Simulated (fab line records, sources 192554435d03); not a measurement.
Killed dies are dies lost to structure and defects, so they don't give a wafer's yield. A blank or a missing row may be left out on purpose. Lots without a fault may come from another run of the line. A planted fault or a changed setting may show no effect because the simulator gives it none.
Chamber matching | flow n5_finfet | N5_BEOL_M4_ILD_DEP_00 on pecvd-04: 3 sister chambers
The step deposits SiOC from DEMS/O2, target thk 79 nm, time 15.3 s. 27 wafers are shown with their chamber, then 12 later ones without.

WAFERS WITH THEIR CHAMBER
wafer  | chamber | throttle_valve_pct (%) | showerhead_plenum_p_Torr (Torr) | heater_power_w (W)
L074.2 | 0       | 14.5                   | 5.695                           | 479
L074.3 | 2       | 11.0                   | 5.678                           | 487
L074.5 | 2       | 10.9                   | 5.663                           | 512
L075.1 | 0       | 14.4                   | 5.692                           | 486
L075.5 | 0       | 14.5                   | 5.697                           | 489
L075.6 | 1       | 11.9                   | 5.705                           | 458
L077.2 | 0       | 14.5                   | 5.699                           | 506
L077.5 | 0       | 14.8                   | 5.693                           | 509
L077.6 | 2       | 10.8                   | 5.677                           | 503
L078.3 | 1       | 11.9                   | 5.704                           | 497
L078.5 | 0       | 14.6                   | 5.674                           | 482
L078.6 | 1       | 12.2                   | 5.692                           | 504
L079.2 | 2       | 11.2                   | 5.676                           | 470
L079.5 | 2       | 11.0                   | 5.675                           | 497
L079.6 | 1       | 12.2                   | 5.687                           | 486
L080.2 | 2       | 11.0                   | 5.665                           | 505
L080.3 | 0       | 14.6                   | 5.698                           | 537
L080.6 | 1       | 12.1                   | 5.707                           | 454
L083.2 | 0       | 14.7                   | 5.694                           | 465
L083.5 | 2       | 11.1                   | 5.680                           | 457
L083.6 | 0       | 14.8                   | 5.698                           | 465
L084.1 | 2       | 11.2                   | 5.685                           | 515
L084.5 | 2       | 10.9                   | 5.679                           | 538
L084.6 | 1       | 12.1                   | 5.693                           | 521
L088.1 | 0       | 14.8                   | 5.689                           | 509
L088.3 | 2       | 10.9                   | 5.668                           | 485
L088.5 | 0       | 14.8                   | 5.689                           | 510

SIGNATURES (means of the wafers above)
reading                  | chamber 0 | chamber 1 | chamber 2 | scatter within a chamber
throttle_valve_pct       | 14.636    | 12.067    | 11.000    | 0.141
showerhead_plenum_p_Torr | 5.69255   | 5.69800   | 5.67460   | 0.00734
heater_power_w           | 494.27    | 486.67    | 496.90    | 23.5
Rule: a wafer's distance from a chamber is the root of the sum, over the readings, of the square of ((its reading less the chamber's mean) divided by the reading's scatter). The wafer belongs to the nearest chamber; if the next one is less than 2 further off, it can't be placed. The scatter: the root of (the sum of the squares of (reading less its chamber's mean) over the shown wafers, divided by (wafers less chambers)).

WAFERS WITHOUT THEIR CHAMBER
wafer  | throttle_valve_pct (%) | showerhead_plenum_p_Torr (Torr) | heater_power_w (W)
L092.1 | 11.1                   | 5.666                           | 555
L092.2 | 12.0                   | 5.693                           | 480
L092.3 | 14.9                   | 5.701                           | 489
L094.2 | 15.1                   | 5.703                           | 460
L094.4 | 12.2                   | 5.684                           | 420
L094.5 | 11.0                   | 5.663                           | 555
L093.1 | 12.1                   | 5.700                           | 497
L093.4 | 15.0                   | 5.698                           | 516
L093.5 | 12.1                   | 5.710                           | 494
L097.1 | 12.2                   | 5.674                           | 487
L097.5 | 15.1                   | 5.689                           | 508
L097.6 | 11.2                   | 5.678                           | 544

WHICH CHAMBER EACH WENT THROUGH
wafer  | from the rows above | in truth
L092.1 | 2                   | 2
L092.2 | 1                   | 1
L092.3 | 0                   | 0
L094.2 | 0                   | 0
L094.4 | 1                   | 1
L094.5 | 2                   | 2
L093.1 | 1                   | 1
L093.4 | 0                   | 0
L093.5 | 1                   | 1
L097.1 | 1                   | 1
L097.5 | 0                   | 0
L097.6 | 2                   | 2
Placed correctly: 12 of 12. Can't be placed from these rows: 0. Placed wrongly: 0.
